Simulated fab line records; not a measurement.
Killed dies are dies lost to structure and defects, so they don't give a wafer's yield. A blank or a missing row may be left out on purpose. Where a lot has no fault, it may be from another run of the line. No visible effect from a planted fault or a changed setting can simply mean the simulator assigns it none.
fab line records	flow n5_finfet
record lots=6	wafers=18	last_day=17
route steps=1938 shown MOL_CONTACT_COAG@575 BEOL_M4@1111 PASSIVATION@1936
lots with no fault: from the same line, run without faults
start_h: hours from the record's opening day to when the first of the lot's shown wafers began	wait_h: hours since the lot's step before	" unchanged from the row above	L1.1+2: several wafers, shown together as one row	- no value present, or no start provided	* or withheld: withheld	< > ~ a bound
route shown NAME@n: names a module that has steps shown in the file, with the first one's number in the route	usual: mean/standard deviation of fault-free wafers	same: alike in all rows	chamber/n: place in a boat	sites: per-site readings	_std_site: standard deviation across them	_edge_site: mean of outer sites minus mean of inner sites	radius_mm: for every site, how far away it sits from the centre of the wafer	mask NAME#n: copy n	behind: tool/chamber where the wafer was last shaped	hold: what put the lot on hold/how long, in hours/how the hold closed	device: which transistor (n, p or np) failed to switch	end of line: at the end of the route, the tests of the same wafers	a step with no rows: only its recipe	killed: dies that structure and defects cost at the first sort, which is not the same as the wafer's yield	map: a wafer's dies, x killed, . not, _ none there
set.NAME: the setting the step ran with; set.NAME@STEP: the setting that earlier step ran with	model.NAME: the simulator's own value behind a step, which no gauge read
certain route steps with their lots: each step a table, each wafer a row
services: from which hour (start_h, from the record's first day; less than 0 if before it) a tool's chamber was out of use, for how many hours, and why
## steps
# step N5_MOL_CONTACT_COAG_INSPECT_57
# recipe mode=adi	inspect_instrument=brightfield
# usual raw_defect_count=193/52
lot.wafer	tool	chamber	start_h	wait_h	raw_defect_count
L566.1	defect_inspect-01	-	130.60	0.1	192
L566.2	"	-	"	"	220
L566.5	"	-	"	"	183
L573.1	defect_inspect-02	-	171.25	0.1	194
L573.3	"	-	"	"	240
L573.5	"	-	"	"	278
L574.2	defect_inspect-02	-	174.29	0.0	218
L574.3	"	-	"	"	157
L574.5	"	-	"	"	188
L576.1	defect_inspect-02	-	185.55	0.1	218
L576.3	"	-	"	"	180
L576.5	"	-	"	"	146
L582.1	defect_inspect-02	-	221.34	0.1	159
L582.2	"	-	"	"	156
L582.3	"	-	"	"	238
L584.1	defect_inspect-01	-	236.43	0.1	174
L584.2	"	-	"	"	244
L584.3	"	-	"	"	199
# step N5_MOL_CONTACT_COAG_DESCUM_88
# recipe chemistry=O2	time_s=7	source_power_w=50	bias_power_w=20	pressure_mtorr=20	rf_frequency_hz=2.712e+07	temp_c=40	resist=CAR-EUV	o2_flow_sccm=225
# step N5_MOL_CONTACT_COAG_ETCH_89
# recipe chemistry=N2/H2	target=underlayer	target_depth_a=130	mask_material=CAR-EUV	time_s=10.4	ion_energy_ev=200	pressure_mtorr=30	source_w=840	bias_w=150	n2_flow_sccm=200	h2_flow_sccm=200	ends=cleared
# usual drypump_motor_current_A=5.7/0.41	etch_rf_on_time_s=10.4/0.31	oes_product_au=0.69/0.074	rf_vpp_V=524.5/2.6	showerhead_plenum_p_Torr=2.56/0.096	throttle_valve_pct=17.85/0.22
lot.wafer	tool	chamber	start_h	wait_h	drypump_motor_current_A	etch_rf_on_time_s	oes_product_au	rf_hours_counter_h	rf_vpp_V	showerhead_plenum_p_Torr	throttle_valve_pct
L566.1	rie_diel-01	1	130.67	0.0	5.4	10.8	0.63	179	523.2	2.53	18.08
L566.2	"	0	"	"	6.5	10.5	0.81	12	529.7	2.72	17.57
L566.5	"	3	"	"	5.4	10.0	0.73	-	524.7	2.57	17.86
L573.1	rie_diel-04	0	171.32	0.0	5.9	10.2	0.65	137	519.8	2.45	17.66
L573.3	"	3	"	"	6.1	9.9	0.66	157	521.5	2.42	17.61
L573.5	"	3	"	"	6.1	9.8	0.66	-	520.6	2.42	17.62
L574.2	rie_diel-01	3	174.36	0.0	5.4	10.1	0.71	77	526.5	2.56	17.87
L574.3	"	0	"	"	6.5	10.3	0.78	28	527.2	2.72	17.60
L574.5	"	0	"	"	6.5	10.3	0.77	-	525.7	2.72	17.62
L576.1	rie_diel-06	2	185.87	0.0	5.3	10.3	0.76	48	525.0	2.59	17.62
L576.3	"	0	"	"	6.1	10.2	0.64	188	520.0	2.41	18.14
L576.5	"	2	"	"	5.3	10.3	0.76	-	525.2	2.59	17.61
L582.1	rie_diel-06	1	221.41	0.0	5.8	10.0	0.81	10	527.4	2.71	17.79
L582.2	"	2	"	"	5.3	10.3	0.73	63	523.6	2.58	17.65
L582.3	"	0	"	"	6.0	10.2	0.63	204	520.3	2.41	18.17
L584.1	rie_diel-04	1	236.49	0.0	5.5	10.9	0.57	247	525.8	2.62	18.25
L584.2	"	0	"	"	5.9	10.4	0.63	161	520.4	2.44	17.69
L584.3	"	2	"	"	5.5	10.8	0.60	195	523.9	2.52	18.05
# step N5_MOL_CONTACT_COAG_ETCH_90
# recipe chemistry=CF4	target=SiARC	target_depth_a=130	mask_material=CAR-EUV	time_s=21.7	ion_energy_ev=80	pressure_mtorr=40	source_w=545	bias_w=36	Ar_flow_sccm=100	cf4_flow_sccm=100	ends=cleared
# usual cf4_flow_sccm=100.01/0.3	drypump_motor_current_A=5.7/0.41	etch_rf_on_time_s=21.7/0.68	oes_product_au=0.69/0.074	rf_vpp_V=184.3/1.3	showerhead_plenum_p_Torr=2.16/0.069	throttle_valve_pct=15.62/0.27
lot.wafer	tool	chamber	start_h	wait_h	cf4_flow_sccm	drypump_motor_current_A	etch_rf_on_time_s	oes_product_au	rf_hours_counter_h	rf_vpp_V	showerhead_plenum_p_Torr	throttle_valve_pct
L566.1	rie_diel-01	1	130.69	0.0	99.78	5.4	22.6	0.63	179	184.5	2.14	15.89
L566.2	"	0	"	"	100.51	6.5	21.6	0.81	12	185.7	2.27	15.21
L566.5	"	3	"	"	99.68	5.4	20.9	0.74	-	184.0	2.18	15.69
L573.1	rie_diel-04	0	171.34	0.0	100.18	5.9	21.4	0.66	137	183.6	2.06	15.38
L573.3	"	3	"	"	99.76	6.1	20.6	0.66	157	182.6	2.06	15.41
L573.5	"	3	"	"	99.97	6.1	20.7	0.65	-	183.2	2.06	15.42
L574.2	rie_diel-01	3	174.38	0.0	100.03	5.4	21.1	0.72	77	184.6	2.17	15.74
L574.3	"	0	"	"	99.69	6.5	21.6	0.78	28	186.5	2.26	15.23
L574.5	"	0	"	"	100.48	6.5	21.5	0.77	-	187.3	2.26	15.23
L576.1	rie_diel-06	2	185.89	0.0	100.41	5.3	21.5	0.75	48	184.6	2.18	15.39
L576.3	"	0	"	"	98.84	6.0	21.4	0.63	189	184.0	2.05	16.04
L576.5	"	2	"	"	100.58	5.3	21.6	0.76	-	183.8	2.18	15.39
L582.1	rie_diel-06	1	221.43	0.0	100.06	5.7	20.8	0.82	10	187.3	2.27	15.48
L582.2	"	2	"	"	99.66	5.3	21.8	0.72	63	184.4	2.18	15.43
L582.3	"	0	"	"	100.07	6.0	21.1	0.63	204	182.2	2.05	16.07
L584.1	rie_diel-04	1	236.51	0.0	99.69	5.5	22.4	0.59	247	185.4	2.18	16.02
L584.2	"	0	"	"	100.47	5.9	21.6	0.63	161	183.2	2.06	15.44
L584.3	"	2	"	"	99.74	5.5	22.6	0.60	195	182.6	2.13	15.81
# step N5_MOL_CONTACT_COAG_ALD_131
# recipe material=SiO2	target_thk_a=50	temp_c=100	ald_precursor_family=BDEAS	ald_co_reactant=O2-plasma	pulse_time_s=1	co_reactant_pulse_time_s=1	purge_time_s=2	co_reactant_purge_time_s=2	ald_cycles=35	pressure_torr=2
# usual heater_power_w=82/6.4	precursor_pulse_height_rel=1.002/0.02
lot.wafer	tool	chamber	start_h	wait_h	heater_power_w	precursor_pulse_height_rel
L566.1	ald_sin-02	1	130.77	0.1	84	0.993
L566.2	"	3	"	"	88	0.988
L566.5	"	1	"	"	79	1.007
L573.1	ald_sin-02	0	171.52	0.2	82	1.033
L573.3	"	3	"	"	87	1.023
L573.5	"	3	"	"	88	1.014
L574.2	ald_sin-02	0	174.46	0.1	82	0.975
L574.3	"	1	"	"	79	0.988
L574.5	"	2	"	"	69	0.994
L576.1	ald_sin-02	3	186.43	0.5	86	1.021
L576.3	"	1	"	"	78	0.986
L576.5	"	3	"	"	89	0.991
L582.1	ald_sin-02	0	221.51	0.1	81	1.023
L582.2	"	1	"	"	81	1.008
L582.3	"	2	"	"	70	1.031
L584.1	ald_sin-02	2	236.59	0.1	70	1.008
L584.2	"	0	"	"	82	1.026
L584.3	"	3	"	"	90	0.990
# step N5_MOL_CONTACT_COAG_ETCHBACK_132
# recipe chemistry=CHF3	target=SiO2	target_depth_a=100	time_s=6.7	ion_energy_ev=200	pressure_mtorr=30	source_w=610	bias_w=170	Ar_flow_sccm=200	CHF3_flow_sccm=50
# step N5_MOL_CONTACT_COAG_ETCH_91
# recipe chemistry=N2/H2	target=SOC	target_depth_a=600	overetch_a=210	mask_material=SiARC	temp_c=40	time_s=101.2	ion_energy_ev=200	pressure_mtorr=30	source_w=840	bias_w=150	n2_flow_sccm=200	h2_flow_sccm=200
# step N5_MOL_CONTACT_COAG_STRIP_92
# recipe chemistry=N2/H2	temp_c=40	n2_flow_sccm=200	h2_flow_sccm=200	rf_frequency_hz=6e+07
# step N5_MOL_CONTACT_COAG_STRIP_93
# recipe chemistry=N2/H2	temp_c=40	n2_flow_sccm=200	h2_flow_sccm=200	rf_frequency_hz=6e+07
# step N5_MOL_CONTACT_COAG_ETCHBACK_135
# recipe chemistry=CHF3	target=SiO2	target_depth_a=250	time_s=16.7	ion_energy_ev=200	pressure_mtorr=30	source_w=610	bias_w=170	Ar_flow_sccm=200	CHF3_flow_sccm=50
# step N5_MOL_CONTACT_COAG_STRIP_118
# recipe chemistry=CHF3	resist=SiARC	rf_frequency_hz=6e+07
# step N5_MOL_CONTACT_COAG_VIA_ETCH_46
# recipe chemistry=C4F6/O2	target_depth_a=460	overetch_a=92	mask_material=SOC	target=SiO2	bias_w=455	pressure_mtorr=10	time_s=40	source_w=325	Ar_flow_sccm=300	C4F6_flow_sccm=10	O2_flow_sccm=10	ion_energy_ev=575.3	ends=end_point
# usual drypump_motor_current_A=5.7/0.37	oes_product_au=0.71/0.069	rf_vpp_V=1588/24	showerhead_plenum_p_Torr=2.85/0.093	throttle_valve_pct=40.9/0.34
lot.wafer	tool	chamber	start_h	wait_h	drypump_motor_current_A	oes_product_au	rf_hours_counter_h	rf_vpp_V	showerhead_plenum_p_Torr	throttle_valve_pct
L566.1	rie_diel-06	2	131.11	0.0	5.3	0.81	26	1595	2.93	41.2
L566.2	"	0	"	"	6.0	0.67	168	1554	2.72	40.8
L566.5	"	3	"	"	6.0	0.71	-	1607	2.85	40.6
L573.1	rie_diel-01	2	172.09	0.0	5.3	0.84	7	1603	2.92	41.5
L573.3	"	3	"	"	5.4	0.73	76	1555	2.86	40.8
L573.5	"	3	"	"	5.4	0.74	-	1555	2.86	40.8
L574.2	rie_diel-01	2	174.79	0.0	5.3	0.85	8	1605	2.92	41.5
L574.3	"	3	"	"	5.4	0.74	77	1553	2.86	40.8
L574.5	"	3	"	"	5.4	0.75	-	1552	2.86	40.8
L576.1	rie_diel-01	3	186.77	0.0	5.4	0.73	83	1552	2.86	40.8
L576.3	"	2	"	"	5.3	0.82	13	1603	2.91	41.5
L576.5	"	1	"	"	5.4	0.65	-	1605	2.85	41.5
L582.1	rie_diel-06	3	221.84	0.0	6.0	0.66	128	1604	2.83	40.5
L582.2	"	0	"	"	6.0	0.64	204	1551	2.70	40.8
L582.3	"	1	"	"	5.7	0.83	10	1553	3.01	40.8
L584.1	rie_diel-06	3	236.93	0.0	6.0	0.67	132	1605	2.83	40.6
L584.2	"	1	"	"	5.7	0.81	14	1553	3.01	40.8
L584.3	"	2	"	"	5.3	0.75	67	1593	2.91	41.2
# step N5_MOL_CONTACT_COAG_STRIP_96
# recipe chemistry=N2/H2	power_w=500	temp_c=40	pressure_mtorr=50	rf_frequency_hz=6e+07	overash_fraction=0.3	bias_power_w=28	h2_frac=0.5	n2_flow_sccm=300	h2_flow_sccm=300
# usual drypump_motor_current_A=5.7/0.38	oes_product_au=0.80/0.085	power_w=500.0/1.4	rf_vpp_V=121.9/1.3	showerhead_plenum_p_Torr=3.37/0.12	throttle_valve_pct=18.91/0.19
lot.wafer	tool	chamber	start_h	wait_h	drypump_motor_current_A	oes_product_au	power_w	rf_hours_counter_h	rf_vpp_V	showerhead_plenum_p_Torr	throttle_valve_pct
L566.1	rie_diel-06	2	131.17	0.0	5.3	0.93	499.7	26	123.1	3.42	18.55
L566.2	"	0	"	"	6.0	0.74	500.0	168	120.6	3.20	19.06
L566.5	"	3	"	"	6.0	0.78	500.4	-	120.3	3.38	18.64
L573.1	rie_diel-01	2	172.16	0.0	5.3	0.93	504.3	7	121.1	3.44	18.88
L573.3	"	3	"	"	5.4	0.82	499.1	76	120.4	3.39	18.84
L573.5	"	3	"	"	5.4	0.83	499.9	-	123.5	3.39	18.84
L574.2	rie_diel-01	2	174.86	0.0	5.4	0.94	559.2	8	122.7	3.44	18.85
L574.3	"	3	"	"	5.4	0.84	558.3	77	122.9	3.39	18.85
L574.5	"	3	"	"	5.4	0.83	559.8	-	119.4	3.39	18.83
L576.1	rie_diel-01	3	186.83	0.0	5.4	0.82	560.3	83	122.2	3.38	18.83
L576.3	"	2	"	"	5.3	0.93	558.3	13	123.2	3.43	18.88
L576.5	"	1	"	"	5.4	0.72	556.6	-	121.4	3.33	19.24
L582.1	rie_diel-06	3	221.91	0.0	6.0	0.75	498.3	128	124.9	3.36	18.68
L582.2	"	0	"	"	6.1	0.71	495.7	204	119.7	3.19	19.12
L582.3	"	1	"	"	5.7	0.96	501.4	10	123.2	3.57	18.83
L584.1	rie_diel-06	3	237.00	0.0	6.0	0.75	501.8	132	120.9	3.36	18.70
L584.2	"	1	"	"	5.7	0.95	500.6	14	123.3	3.57	18.83
L584.3	"	2	"	"	5.3	0.86	499.0	67	120.7	3.40	18.60
# step N5_MOL_CONTACT_COAG_ETCH_47
# recipe chemistry=CH3F/O2	target=SiNx	target_depth_a=270	mask_material=SiO2	stop_on=W	over_etch_frac=0.2	ion_energy_ev=120	endpoint=OES-CN	pressure_mtorr=30	source_w=395	bias_w=73	Ar_flow_sccm=150	CH3F_flow_sccm=30	O2_flow_sccm=20	ends=end_point
# usual drypump_motor_current_A=5.7/0.37	etch_rf_on_time_s=31.1/0.67	oes_product_au=0.71/0.074	rf_vpp_V=298/4.6	showerhead_plenum_p_Torr=2.01/0.067	throttle_valve_pct=16.37/0.25
# same over_etch_frac=0.2
lot.wafer	tool	chamber	start_h	wait_h	drypump_motor_current_A	etch_rf_on_time_s	oes_product_au	rf_hours_counter_h	rf_vpp_V	showerhead_plenum_p_Torr	throttle_valve_pct
L566.1	rie_diel-06	2	131.21	0.0	5.3	30.6	0.83	26	297	2.06	16.18
L566.2	"	0	"	"	6.1	31.3	0.67	168	290	1.91	16.72
L566.5	"	3	"	"	6.0	30.6	0.71	-	302	2.01	16.19
L573.1	rie_diel-01	2	172.20	0.0	5.3	31.5	0.84	7	300	2.05	16.28
L573.3	"	3	"	"	5.4	30.4	0.75	76	291	2.02	16.42
L573.5	"	3	"	"	5.4	31.0	0.74	-	291	2.02	16.41
L574.2	rie_diel-01	2	174.90	0.0	5.3	31.1	0.83	8	300	2.05	16.28
L574.3	"	3	"	"	5.4	30.8	0.75	77	291	2.02	16.43
L574.5	"	3	"	"	5.4	30.8	0.75	-	292	2.02	16.43
L576.1	rie_diel-01	3	186.87	0.0	5.4	30.6	0.74	83	292	2.02	16.42
L576.3	"	2	"	"	5.3	31.6	0.83	13	300	2.05	16.29
L576.5	"	1	"	"	5.4	31.8	0.64	-	301	2.00	16.69
L582.1	rie_diel-06	3	221.95	0.0	6.0	30.8	0.68	128	301	2.00	16.25
L582.2	"	0	"	"	6.1	31.1	0.65	204	293	1.90	16.78
L582.3	"	1	"	"	5.7	30.5	0.85	10	290	2.12	16.22
L584.1	rie_diel-06	3	237.04	0.0	6.0	30.7	0.68	132	302	2.00	16.25
L584.2	"	1	"	"	5.7	30.2	0.84	14	292	2.12	16.22
L584.3	"	2	"	"	5.3	31.0	0.76	67	298	2.05	16.25
# step N5_BEOL_M4_RC_MEAS_101
# usual DIBL_N=36.6/1.8	DIBL_P=37.1/2.1	IOFF_N=0.17/0.033	IOFF_P=0.23/0.039	ION_N=681/13	ION_P=467/8.7	SS_N=71.6/0.59	SS_P=73.4/0.63	VT_N=249/3.4	VT_P=-249/3.7
lot.wafer	tool	chamber	start_h	wait_h	DIBL_N[mV/V]	DIBL_P[mV/V]	IOFF_N[nA/um]	IOFF_P[nA/um]	ION_N[uA/um]	ION_P[uA/um]	SS_N[mV/dec]	SS_P[mV/dec]	VT_N[mV]	VT_P[mV]
L566.1	prober-01	0	202.83	0.0	36.9	37.7	0.18	0.21	688	459	71.5	73.7	248	-251
L566.2	"	0	"	"	37.1	38.3	0.19	0.21	694	464	72.3	73.5	243	-253
L566.5	"	0	"	"	35.5	35.7	0.16	0.18	684	458	71.6	73.1	247	-254
L573.1	prober-02	0	244.37	0.1	35.6	36.9	0.16	0.25	679	470	71.5	74.0	248	-245
L573.3	"	0	"	"	33.0	34.5	0.12	0.21	666	470	70.5	73.2	250	-246
L573.5	"	0	"	"	35.6	37.3	0.16	0.26	689	474	71.4	73.5	249	-243
L574.2	prober-02	0	247.66	0.2	35.6	36.1	0.15	0.22	679	464	70.6	73.5	253	-247
L574.3	"	0	"	"	37.3	37.3	0.17	0.23	673	459	71.2	74.4	250	-250
L574.5	"	0	"	"	38.0	38.5	0.18	0.26	688	469	71.5	74.6	248	-249
L576.1	prober-02	0	261.52	0.0	37.6	38.1	0.19	0.24	685	463	72.5	74.2	250	-252
L576.3	"	0	"	"	35.7	36.4	0.15	0.20	674	467	72.1	73.6	250	-250
L576.5	"	0	"	"	36.8	37.5	0.17	0.23	675	463	72.3	73.0	249	-251
L582.1	prober-01	0	291.62	0.0	37.0	37.2	0.18	0.25	686	471	71.2	73.0	247	-247
L582.2	"	0	"	"	38.1	37.8	0.20	0.26	680	467	72.1	73.7	246	-248
L582.3	"	0	"	"	38.9	39.1	0.21	0.28	694	477	72.4	73.8	244	-246
L584.1	prober-01	0	299.88	0.0	36.6	35.5	0.17	0.22	682	470	71.4	74.1	249	-248
L584.2	"	0	"	"	37.6	37.3	0.19	0.25	701	475	71.9	74.0	245	-249
L584.3	"	0	"	"	34.7	33.3	0.13	0.18	672	464	70.5	73.4	251	-252
# step N5_PASSIVATION_PROBE_49
# usual defect_limited_yield=91.1/1.4	killed_at_M0_to_M3=32/9.4	killed_at_M4_up=14/5.1	killed_at_contacts=11/5.5	killed_at_front_end=44/13	killed_at_other=4/3.2	killed_dies=104/16	killed_open=70/12	killed_short=33/7.8	sort_bin_5_function=5.1/0.91	sort_bin_6_memory=3.4/0.63	sort_n_pass=1075/16	sort_yield_pct=91.2/1.4
# same gross_dies=1180	killed_at_back_side=0	sort_bin_4_leakage[%]=0	sort_bin_8_speed[%]=0
lot.wafer	tool	chamber	start_h	wait_h	defect_limited_yield[%]	killed_at_M0_to_M3	killed_at_M4_up	killed_at_contacts	killed_at_front_end	killed_at_other	killed_dies	killed_open	killed_short	sort_bin_5_function[%]	sort_bin_6_memory[%]	sort_n_pass	sort_yield_pct[%]
L573.1	prober-02	-	339.65	0.6	89.2	29	25	11	62	0	127	84	41	5.7	4.5	1053	89.2
L573.3	prober-02	-	339.75	0.7	90.0	29	16	11	58	4	118	75	43	5.4	4.2	1062	90.0
L573.5	prober-02	-	339.85	0.8	90.8	25	11	27	44	1	108	71	33	5.1	3.5	1072	90.8
L574.2	prober-02	-	351.23	0.1	90.6	24	21	17	43	6	111	84	25	5.7	3.5	1069	90.6
L574.3	prober-02	-	351.28	0.1	91.0	25	9	21	49	2	106	76	28	5.1	3.7	1074	91.0
L574.5	prober-02	-	351.38	0.2	90.2	41	13	13	47	2	116	72	41	6.3	3.1	1064	90.2
L584.1	prober-02	-	401.10	0.0	91.4	42	13	3	36	7	101	78	23	5.4	2.8	1079	91.4
L584.2	prober-02	-	401.15	0.1	92.5	28	18	9	32	2	89	56	29	4.9	2.5	1091	92.5
L584.3	prober-02	-	401.20	0.1	92.7	23	14	4	41	4	86	57	27	4.4	2.4	1094	92.7
# killed by level:class
L573.1 BEOL_M4:geometric_particle:open=19 FIN_SAQP:geometric_particle:short=12 STI_FIN_REVEAL:geometric_particle:open=11 FIN_SAQP:geometric_particle:open=10 MOL_CONTACT_COAG:geometric_particle:open=10 GATE_CUT:geometric_particle:short=8 STARTING-WAFER:geometric_particle:open=7 BEOL_M0_SAQP:geometric_particle:short=6
L573.3 FIN_SAQP:geometric_particle:open=21 FIN_SAQP:geometric_particle:short=16 MOL_CONTACT_COAG:geometric_particle:open=9 BEOL_M2:geometric_particle:open=8 BEOL_M4:geometric_particle:open=8 BEOL_M0_SAQP:geometric_particle:short=6 STI_FIN_REVEAL:geometric_particle:open=5 BEOL_M1:geometric_particle:open=4
L573.5 MOL_CONTACT_COAG:geometric_particle:open=21 FIN_SAQP:geometric_particle:open=16 FIN_SAQP:geometric_particle:short=9 MOL_CONTACT_COAG:geometric_particle:short=6 BEOL_M3:geometric_particle:open=6 GATE_CUT:geometric_particle:short=5 BEOL_M0_SAQP:geometric_particle:open=5 BEOL_M1:geometric_particle:open=5
L574.2 MOL_CONTACT_COAG:geometric_particle:open=14 FIN_SAQP:geometric_particle:open=13 STI_FIN_REVEAL:geometric_particle:open=7 BEOL_M2:geometric_particle:open=7 BEOL_M5:geometric_particle:open=7 FIN_SAQP:geometric_particle:short=6 GATE_CUT:geometric_particle:open=5 DUMMY_GATE:geometric_particle:open=5
L574.3 MOL_CONTACT_COAG:geometric_particle:open=15 STI_FIN_REVEAL:geometric_particle:open=13 FIN_SAQP:geometric_particle:open=7 BEOL_M1:geometric_particle:open=7 MOL_CONTACT_COAG:geometric_particle:short=6 BEOL_M2:geometric_particle:open=6 FIN_SAQP:geometric_particle:short=5 STARTING-WAFER:geometric_particle:open=5
L574.5 STI_FIN_REVEAL:geometric_particle:open=15 MOL_CONTACT_COAG:geometric_particle:open=10 FIN_SAQP:geometric_particle:short=9 BEOL_M0_SAQP:geometric_particle:short=9 GATE_CUT:geometric_particle:short=8 BEOL_M0_SAQP:geometric_particle:open=8 BEOL_M3:geometric_particle:open=8 BEOL_M4:geometric_particle:open=6
L584.1 FIN_SAQP:geometric_particle:open=15 BEOL_M2:geometric_particle:open=13 BEOL_M3:geometric_particle:open=10 GATE_CUT:geometric_particle:short=6 BEOL_M0_SAQP:geometric_particle:open=6 STI_FIN_REVEAL:geometric_particle:open=4 BEOL_M0_SAQP:geometric_particle:short=4 BEOL_M4:geometric_particle:open=4
L584.2 MOL_CONTACT_COAG:geometric_particle:open=9 STI_FIN_REVEAL:geometric_particle:open=8 GATE_CUT:geometric_particle:short=8 BEOL_M0_SAQP:geometric_particle:short=6 BEOL_M3:geometric_particle:open=6 BEOL_M5:geometric_particle:open=5 BEOL_M0_SAQP:geometric_particle:open=4 BEOL_M0:geometric_particle:open=4
L584.3 STI_FIN_REVEAL:geometric_particle:open=14 BEOL_M2:geometric_particle:open=8 GATE_CUT:geometric_particle:short=6 BEOL_M4:geometric_particle:open=5 BEOL_M4:geometric_particle:short=5 FIN_SAQP:geometric_particle:open=4 STARTING-WAFER:geometric_particle:short=4 GATE_CUT:geometric_particle:open=3
## services
tool	chamber	start_h	hours	kind
rie_diel-01	2	127.75	5.9	repair
rie_diel-06	3	132.13	5.1	repair
rie_diel-06	1	185.36	-	clean
rie_diel-06	1	185.36	-	consumable_replace:focus_ring
rie_diel-06	1	185.36	-	consumable_replace:showerhead
rie_diel-06	1	185.36	11.7	scheduled_down
rie_diel-06	1	185.36	11.7	vent_cycle
rie_diel-06	3	201.78	4.3	repair
rie_diel-04	3	231.06	9.3	repair
## key
first_sign step=N5_MOL_CONTACT_COAG_STRIP_96	reading=power_w	direction=up	sigmas=40	usual=*	struck=*
effect none on later readings
met_at N5_MOL_CONTACT_COAG_STRIP_96
struck_wafers L574.2,L574.3,L574.5,L576.1,L576.3,L576.5
onset_between 172.16 174.86
fault kind=process_parameter_drift	tool=rie_diel-01	chamber=-	onset_h=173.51	steps=N5_MOL_CONTACT_COAG_STRIP_96	channel=power_w	offset=*	shape=step	end_h=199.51	acts_in=*	stated=*
